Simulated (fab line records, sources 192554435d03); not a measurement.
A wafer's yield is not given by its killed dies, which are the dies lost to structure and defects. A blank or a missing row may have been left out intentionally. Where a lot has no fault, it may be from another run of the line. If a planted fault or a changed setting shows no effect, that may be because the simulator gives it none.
fab line records ; flow n5_finfet
record: lots: 5; wafers: 15; last_day: 17
route steps=1938 shown BEOL_M0_CUTY@701 BEOL_M0@715 BEOL_M4@1111 PASSIVATION@1936
lots that met no fault: from a run of the same line without faults
start_h: start of the lot's first displayed wafer, in hours after the record's first day ; wait_h: time in hours since the lot's previous step ; " identical to the entry in the row above ; L1.1+2: a single row standing in for several wafers ; - no value, or no start given ; * or withheld: withheld ; < > ~ a bound
route shown NAME@n: a module of which the file shows steps, and the number in the route of the first ; usual: average and standard deviation across the fault-free wafers ; same: alike in all rows ; chamber/n: place in a boat ; sites: each site's reading ; _std_site: standard deviation of those values ; _edge_site: mean of outer sites minus mean of inner sites ; radius_mm: for every site, how far away it sits from the centre of the wafer ; mask NAME#n: copy n ; behind: the most recent tool/chamber to have shaped the wafer ; hold: why the lot went on hold/how many hours it stayed there/how the hold came to an end ; device: whichever transistor did not switch (one of n, p or np) ; end of line: the same wafers' tests at the end of the route ; step lacking rows: just its recipe ; killed: dies that structure and defects cost at the first sort, which is not the same as the wafer's yield ; map: per-die view of a wafer (x killed, . not killed, _ where there is no die)
set.NAME: the setting that was run; set.NAME@STEP: the one run at that earlier step ; model.NAME: the simulator's own value behind a step, which no gauge read
lots seen at some steps along the route; tables by step, rows by wafer
services: when a tool's chamber went out of use (start_h, in hours from the record's first day, below 0 if earlier), for how many hours, and the reason
== steps ==
step: N5_BEOL_M0_CUTY_COAT_50
recipe: resist: SiARC; temp_c: 220; time_s: 60; spin_rpm: 1500; resist_thk_nm: 15
step: N5_BEOL_M0_CUTY_COAT_51
recipe: resist: CAR-ArF-block; spin_rpm: 1500; resist_thk_nm: 150
step: N5_BEOL_M0_CUTY_EBR_52
recipe: solvent: PGMEA; ebr_width_mm: 1.5
step: N5_BEOL_M0_CUTY_SOFTBAKE_53
recipe: temp_c: 110; time_s: 60; resist: CAR-ArF-block
step: N5_BEOL_M0_CUTY_EXPOSE_54
recipe: mask_id: M0_ABLK; na: 1.35; source_shape: conventional; sigma_outer: 0.8; polarization: unpolarized; dose_mj: 36
step: N5_BEOL_M0_CUTY_PEB_55
recipe: peb_temp_c: 110; peb_time_s: 60; resist: CAR-ArF-block
step: N5_BEOL_M0_CUTY_DEVELOP_56
recipe: develop_time_s: 30; developer: TMAH; resist: CAR-ArF-block; rinse_liquid: diw; dry: air_spin; dev_temp_c: 23
step: N5_BEOL_M0_CUTY_DESCUM_61
recipe: chemistry: O2; time_s: 7.9; source_power_w: 50; bias_power_w: 20; pressure_mtorr: 20; rf_frequency_hz: 2.712e+07; temp_c: 40; resist: CAR-ArF-block; o2_flow_sccm: 225
step: N5_BEOL_M0_CUTY_ETCH_62
recipe: chemistry: CF4; target: SiARC; mask_material: CAR-ArF-block; time_s: 58.5; ion_energy_ev: 80; pressure_mtorr: 40; source_w: 545; bias_w: 36; Ar_flow_sccm: 100; cf4_flow_sccm: 100; ends: cleared
step: N5_BEOL_M0_CUTY_ETCH_63
recipe: chemistry: N2/H2; target: SOC; target_depth_a: 827; overetch_a: 165; mask_material: SiARC; temp_c: 40; ion_energy_ev: 200; time_s: 124; pressure_mtorr: 30; source_w: 840; bias_w: 150; n2_flow_sccm: 200; h2_flow_sccm: 200
usual: drypump_motor_current_A: 5.8/0.41; n2_flow_sccm: 200.1/0.65; oes_product_au: 0.64/0.057; rf_fwd_power_W: 836.9/2.6; rf_vpp_V: 524.2/1.7; showerhead_plenum_p_Torr: 2.55/0.052; throttle_valve_pct: 17.83/0.19
lot.wafer;tool;chamber;start_h;wait_h;drypump_motor_current_A;n2_flow_sccm;oes_product_au;rf_fwd_power_W;rf_hours_counter_h;rf_vpp_V;showerhead_plenum_p_Torr;throttle_valve_pct;model.SiO2_of_BEOL_M0_SAQP_SPACER2_ALD_26.thk_nm
L758.2;rie_diel-04;2;176.01;0.0;5.9;201.0;0.64;836.6;95;524.2;2.56;17.54;7.2
L758.3;rie_diel-04;1;176.01;0.0;5.6;199.7;0.67;835.0;83;524.0;2.57;17.99;7
L758.4;rie_diel-04;2;176.01;0.0;6.0;200.3;0.66;840.2;-;525.1;2.56;17.55;7.4
L760.2;rie_diel-04;2;187.61;0.0;5.9;200.1;0.64;635.3;101;574.2;2.56;17.56;8
L760.4;rie_diel-04;2;187.61;0.0;6.0;199.4;0.65;634.1;-;574.3;2.56;17.57;8
L760.6;rie_diel-04;1;187.61;0.0;5.5;199.9;0.66;640.3;-;574.2;2.57;17.98;7.6
L761.2;rie_diel-04;2;195.89;0.0;6.0;200.2;0.65;638.0;106;574.9;2.56;17.57;7.8
L761.3;rie_diel-04;1;195.89;0.0;5.5;200.7;0.65;634.4;-;573.6;2.57;18.00;7.6
L761.4;rie_diel-04;2;195.89;0.0;6.0;200.5;0.65;637.9;-;573.6;2.56;17.56;7.8
L763.2;rie_diel-04;2;201.24;0.0;6.0;200.8;0.64;636.7;109;573.1;2.56;17.57;7.8
L763.3;rie_diel-04;2;201.24;0.0;6.0;200.1;0.64;642.4;-;575.2;2.56;17.57;7.8
L763.6;rie_diel-04;2;201.24;0.0;6.0;200.0;0.64;638.1;-;574.3;2.56;17.58;7.8
L768.1;rie_diel-02;0;232.78;0.0;6.2;201.9;0.72;837.2;40;523.6;2.59;17.63;7.2
L768.4;rie_diel-02;3;232.78;0.0;5.2;199.5;0.57;839.2;211;522.8;2.51;17.64;7.2
L768.6;rie_diel-02;1;232.78;0.0;5.8;199.6;0.62;841.5;-;524.1;2.51;17.79;7.2
step: N5_BEOL_M0_CUTY_STRIP_64
recipe: chemistry: N2/H2; temp_c: 40; n2_flow_sccm: 200; h2_flow_sccm: 200; rf_frequency_hz: 6e+07
step: N5_BEOL_M0_ETCH_138
recipe: chemistry: CH3F/O2; target_depth_a: 120; target: SiCN; time_s: 31.6; ion_energy_ev: 120; pressure_mtorr: 30; source_w: 395; bias_w: 75; Ar_flow_sccm: 150; CH3F_flow_sccm: 30; O2_flow_sccm: 20; ends: cleared
step: N5_BEOL_M0_HM_OPEN_105
recipe: chemistry: Cl2/BCl3; target_depth_a: 120; target: TiN; ion_energy_ev: 150; pressure_mtorr: 10; icp_w: 1000; bias_w: 126; Cl2_flow_sccm: 53.25; bcl3_flow_sccm: 21.75; Ar_flow_sccm: 25
usual: drypump_motor_current_A: 5.6/0.4; oes_product_au: 0.71/0.069; throttle_valve_pct: 21.8/0.36
lot.wafer;tool;chamber;start_h;wait_h;drypump_motor_current_A;oes_product_au;rf_hours_counter_h;throttle_valve_pct;model.SiO2_of_BEOL_M0_SAQP_SPACER2_ALD_26.thk_nm
L758.2;rie_metal-03;0;177.87;1.7;5.8;0.60;116;22.2;3
L758.3;rie_metal-03;0;177.87;1.7;5.7;0.59;-;22.2;2.8
L758.4;rie_metal-03;1;177.87;1.7;5.0;0.83;-;21.8;2.8
L760.2;rie_metal-02;1;188.81;1.0;6.5;0.68;100;21.6;3.6
L760.4;rie_metal-02;1;188.81;1.0;6.5;0.68;-;21.6;3.4
L760.6;rie_metal-02;0;188.81;1.0;5.1;0.69;-;21.7;3.4
L761.2;rie_metal-02;0;199.44;3.3;5.2;0.68;-;21.7;3.4
L761.3;rie_metal-02;0;199.44;3.3;5.1;0.69;-;21.7;3.4
L761.4;rie_metal-02;0;199.44;3.3;5.2;0.68;-;21.7;3.4
L763.2;rie_metal-01;1;201.58;0.1;5.7;0.74;48;21.5;3.6
L763.3;rie_metal-01;1;201.58;0.1;5.7;0.74;-;21.5;3.6
L763.6;rie_metal-01;0;201.58;0.1;5.7;0.68;-;22.5;3.6
L768.1;rie_metal-03;0;233.41;0.5;5.7;0.60;121;22.2;3
L768.4;rie_metal-03;1;233.41;0.5;4.9;0.82;-;21.8;2.8
L768.6;rie_metal-03;0;233.41;0.5;5.7;0.60;-;22.2;2.8
step: N5_BEOL_M0_STRIP_140
recipe: chemistry: CF4; resist: SiARC; power_w: 300; bias_power_w: 75; pressure_mtorr: 50; cf4_flow_sccm: 150; rf_frequency_hz: 6e+07
step: N5_BEOL_M4_RC_MEAS_101
usual: DIBL_N: 36.1/1.6; DIBL_P: 35.8/2.1; IOFF_N: 0.16/0.031; IOFF_P: 0.21/0.034; ION_N: 673/12; ION_P: 461/7.2; SS_N: 71.4/0.59; SS_P: 73.3/0.63; VT_N: 250/3.1; VT_P: -250/3.3
lot.wafer;tool;chamber;start_h;wait_h;DIBL_N[mV/V];DIBL_P[mV/V];IOFF_N[nA/um];IOFF_P[nA/um];ION_N[uA/um];ION_P[uA/um];SS_N[mV/dec];SS_P[mV/dec];VT_N[mV];VT_P[mV]
L758.2;prober-01;0;235.11;0.2;35.3;36.0;0.15;0.18;667;459;70.9;73.3;252;-253
L758.3;prober-01;0;235.11;0.2;33.1;32.4;0.11;0.14;661;449;70.6;72.2;254;-256
L758.4;prober-01;0;235.11;0.2;36.2;36.8;0.15;0.19;670;457;70.8;72.1;251;-255
L760.2;prober-01;0;250.93;0.2;34.7;33.3;0.13;0.17;663;451;71.2;72.7;251;-255
L760.4;prober-01;0;250.93;0.2;33.9;32.5;0.13;0.16;677;461;70.8;72.7;249;-252
L760.6;prober-01;0;250.93;0.2;35.7;35.2;0.16;0.21;687;476;71.6;73.3;248;-249
L761.2;prober-01;0;255.70;0.2;34.0;33.6;0.12;0.19;673;459;71.1;72.6;253;-250
L761.3;prober-01;0;255.70;0.2;35.0;33.9;0.13;0.18;673;460;70.8;73.0;252;-254
L761.4;prober-01;0;255.70;0.2;35.4;35.4;0.14;0.22;673;466;71.7;73.9;251;-248
L763.2;prober-01;0;259.82;0.2;37.1;37.5;0.19;0.23;676;464;71.8;73.4;250;-248
L763.3;prober-01;0;259.82;0.2;32.4;31.9;0.11;0.15;649;451;69.9;72.0;253;-254
L763.6;prober-01;0;259.82;0.2;36.4;36.3;0.17;0.22;679;468;71.4;73.4;249;-251
L768.1;prober-02;0;295.03;0.0;36.1;36.2;0.17;0.25;675;465;72.4;74.2;247;-245
L768.4;prober-02;0;295.03;0.0;35.5;35.8;0.16;0.23;671;468;71.3;74.2;248;-247
L768.6;prober-02;0;295.03;0.0;36.2;37.0;0.16;0.25;672;470;71.8;73.3;250;-246
step: N5_PASSIVATION_PROBE_49
usual: defect_limited_yield: 91.0/1.5; killed_at_M0_to_M3: 35/11; killed_at_M4_up: 13/6; killed_at_contacts: 14/6.5; killed_at_front_end: 40/12; killed_at_other: 4/3.4; killed_dies: 106/18; killed_open: 68/14; killed_short: 35/7.7; sort_bin_5_function: 5.2/0.98; sort_bin_6_memory: 3.4/0.72; sort_n_pass: 1074/18; sort_yield_pct: 91.0/1.5
same: gross_dies: 1180; killed_at_back_side: 0; sort_bin_4_leakage[%]: 0; sort_bin_8_speed[%]: 0
lot.wafer;tool;chamber;start_h;wait_h;defect_limited_yield[%];killed_at_M0_to_M3;killed_at_M4_up;killed_at_contacts;killed_at_front_end;killed_at_other;killed_dies;killed_open;killed_short;sort_bin_5_function[%];sort_bin_6_memory[%];sort_n_pass;sort_yield_pct[%]
L763.2;prober-02;-;363.07;0.1;91.4;26;18;7;43;8;102;64;33;4.7;3.4;1078;91.4
L763.3;prober-02;-;363.12;0.1;91.2;26;30;8;37;3;104;69;26;4.8;2.9;1076;91.2
L763.6;prober-02;-;363.27;0.3;91.2;23;10;9;47;15;104;69;34;5.0;3.4;1076;91.2
L761.2;prober-02;-;366.62;0.1;91.8;28;18;8;40;3;97;55;42;5.1;2.7;1083;91.8
L761.3;prober-02;-;366.67;0.1;91.0;33;21;15;32;5;106;66;39;6.1;2.6;1074;91.0
L761.4;prober-02;-;366.72;0.2;90.8;29;21;4;52;3;109;61;45;5.8;2.8;1071;90.8
L768.4;prober-02;-;396.33;0.2;91.4;34;6;9;50;2;101;59;38;5.8;2.4;1079;91.4
L768.6;prober-02;-;396.43;0.3;92.0;29;5;14;39;7;94;64;27;4.9;2.9;1086;92.0
killed by level:class
L763.2 STI_FIN_REVEAL:geometric_particle:open=14 BEOL_M4:geometric_particle:open=12 FIN_SAQP:geometric_particle:short=7 MOL_CONTACT_COAG:geometric_particle:open=6 BEOL_M2:geometric_particle:open=6 DUMMY_GATE:geometric_particle:open=5 BEOL_M0_SAQP:geometric_particle:short=5 BEOL_M0:geometric_particle:open=4
L763.3 BEOL_M4:geometric_particle:open=12 STI_FIN_REVEAL:geometric_particle:open=8 HKMG_FIN:area_etch=8 MOL_CONTACT_COAG:geometric_particle:open=7 BEOL_M0_SAQP:geometric_particle:open=7 BEOL_M1:geometric_particle:open=7 BEOL_M5:geometric_particle:open=7 BEOL_M0_SAQP:geometric_particle:short=6
L763.6 FIN_SAQP:geometric_particle:open=13 FIN_SAQP:geometric_particle:short=11 MOL_CONTACT_COAG:geometric_particle:open=8 BEOL_M0_SAQP:geometric_particle:open=8 MIM_TOP:geometric_particle:open=6 STI_FIN_REVEAL:geometric_particle:open=5 DUMMY_GATE:geometric_particle:open=5 PAD_METAL:geometric_particle:short=5
L761.2 BEOL_M1:geometric_particle:open=9 BEOL_M4:geometric_particle:open=8 FIN_SAQP:geometric_particle:open=7 FIN_SAQP:geometric_particle:short=7 MOL_CONTACT_COAG:geometric_particle:open=7 BEOL_M0_SAQP:geometric_particle:short=6 STARTING-WAFER:geometric_particle:open=6 GATE_CUT:geometric_particle:short=5
L761.3 MOL_CONTACT_COAG:geometric_particle:open=13 BEOL_M0_SAQP:geometric_particle:open=8 BEOL_M4:geometric_particle:open=8 BEOL_M0_SAQP:geometric_particle:short=7 GATE_CUT:geometric_particle:short=6 FIN_SAQP:geometric_particle:open=5 BEOL_M2:geometric_particle:open=5 STARTING-WAFER:geometric_particle:open=5
L761.4 FIN_SAQP:geometric_particle:short=16 BEOL_M0_SAQP:geometric_particle:open=15 STI_FIN_REVEAL:geometric_particle:open=9 FIN_SAQP:geometric_particle:open=7 BEOL_M4:geometric_particle:short=6 GATE_CUT:geometric_particle:short=6 GATE_CUT:geometric_particle:open=6 BEOL_M2:geometric_particle:short=6
L768.4 FIN_SAQP:geometric_particle:open=15 FIN_SAQP:geometric_particle:short=12 BEOL_M0_SAQP:geometric_particle:short=8 MOL_CONTACT_COAG:geometric_particle:open=8 BEOL_M1:geometric_particle:open=7 DUMMY_GATE:geometric_particle:open=5 DUMMY_GATE:geometric_particle:short=5 BEOL_M2:geometric_particle:open=5
L768.6 DUMMY_GATE:geometric_particle:open=10 MOL_CONTACT_COAG:geometric_particle:open=10 FIN_SAQP:geometric_particle:open=8 BEOL_M0_SAQP:geometric_particle:open=8 BEOL_M1:geometric_particle:open=6 BEOL_M2:geometric_particle:open=5 FIN_SAQP:geometric_particle:short=4 STI_FIN_REVEAL:geometric_particle:open=4
== services ==
tool;chamber;start_h;hours;kind
rie_diel-02;2;165.11;1.6;repair
rie_metal-02;0;166.26;7.7;repair
rie_diel-02;1;169.68;5.5;repair
rie_diel-04;3;174.05;-;clean
rie_diel-04;3;174.05;-;consumable_replace:focus_ring
rie_diel-04;3;174.05;32.0;scheduled_down
rie_diel-04;3;174.05;32.0;vent_cycle
rie_diel-02;-;176.27;14.6;pm
rie_diel-04;0;192.97;14.7;repair
rie_metal-02;1;198.86;9.7;repair
== key ==
first_sign: step: N5_BEOL_M0_CUTY_ETCH_63; reading: rf_fwd_power_W; direction: down; sigmas: 76; usual: *; struck: *
effect: step: N5_BEOL_M0_CUTY_ETCH_63; reading: rf_vpp_V; direction: up; sigmas: 29; usual: 524.2; struck: 574.2
model_effect: step: N5_BEOL_M0_CUTY_ETCH_63; value: SiO2_of_BEOL_M0_SAQP_SPACER2_ALD_26.thk_nm; without: 7.178; struck: 7.8
model_effect: step: N5_BEOL_M0_HM_OPEN_105; value: SiO2_of_BEOL_M0_SAQP_SPACER2_ALD_26.thk_nm; without: 2.756; struck: 3.489
met_at N5_BEOL_M0_CUTY_ETCH_63
struck_wafers L760.2,L760.4,L760.6,L761.2,L761.3,L761.4,L763.2,L763.3,L763.6
onset_between 176.01 187.61
fault: kind: process_parameter_drift; tool: rie_diel-04; chamber: -; onset_h: 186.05; steps: N5_BEOL_M0_CUTY_ETCH_63; channel: source_w; offset: -201.6; shape: step; end_h: 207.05; acts_in: these_recipes_only; stated: 840
